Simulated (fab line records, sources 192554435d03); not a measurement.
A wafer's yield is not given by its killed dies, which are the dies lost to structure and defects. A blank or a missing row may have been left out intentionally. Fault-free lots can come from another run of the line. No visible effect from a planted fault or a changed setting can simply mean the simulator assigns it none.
Chamber matching | flow n5Finfet | N5_BEOL_M1_DESCUM_16 on rieDiel-04 has 4 sister chambers
The step chemistry O2, time 7 s. 8 wafers are shown with their chamber, then 9 later ones without.

## WAFERS WITH THEIR CHAMBER
wafer  | chamber | drypumpMotorCurrentA (A) | showerheadPlenumPTorr (Torr)
L082.2 | 0       | 5.8                      | 2.14
L082.4 | 3       | 6.5                      | 1.99
L082.6 | 3       | 6.5                      | 1.99
L088.2 | 1       | 5.7                      | 2.03
L088.3 | 0       | 5.8                      | 2.13
L089.1 | 2       | 5.8                      | 2.15
L089.2 | 1       | 5.7                      | 2.03
L089.5 | 2       | 5.7                      | 2.15

## WAFERS WHOSE CHAMBER IS MISSING
wafer  | drypumpMotorCurrentA (A) | showerheadPlenumPTorr (Torr)
L093.1 | 5.8                      | 2.15
L093.2 | 5.7                      | 2.03
L093.3 | 6.5                      | 1.99
L093.4 | 6.4                      | 1.99
L093.5 | 5.7                      | 2.03
L093.6 | 5.8                      | 2.15
L097.1 | 5.7                      | 2.03
L097.2 | 6.5                      | 1.98
L097.3 | 5.8                      | 2.13

## WHICH CHAMBER EACH WENT THROUGH
wafer  | from the rows above | in truth
L093.1 | 2                   | 2
L093.2 | 1                   | 1
L093.3 | 3                   | 3
L093.4 | 3                   | 3
L093.5 | 1                   | 1
L093.6 | 2                   | 2
L097.1 | 1                   | 1
L097.2 | 3                   | 3
L097.3 | 0                   | 0
Correct placement for 9 of the 9. Can't be placed from these rows: 0. 0 placed wrongly.
How it was worked out, from the rows above alone: a wafer's distance from a chamber is the root of the sum, over the readings, of the square of ((its reading less the chamber's mean) divided by the reading's scatter). If the next closest chamber is less than 2 further off than the closest, the wafer can't be placed; otherwise it belongs to the closest. A chamber's mean is the mean of its shown wafers. The scatter: take each reading less its chamber's mean, square it, sum over the shown wafers, divide by the number of wafers less the number of chambers, and take the root.
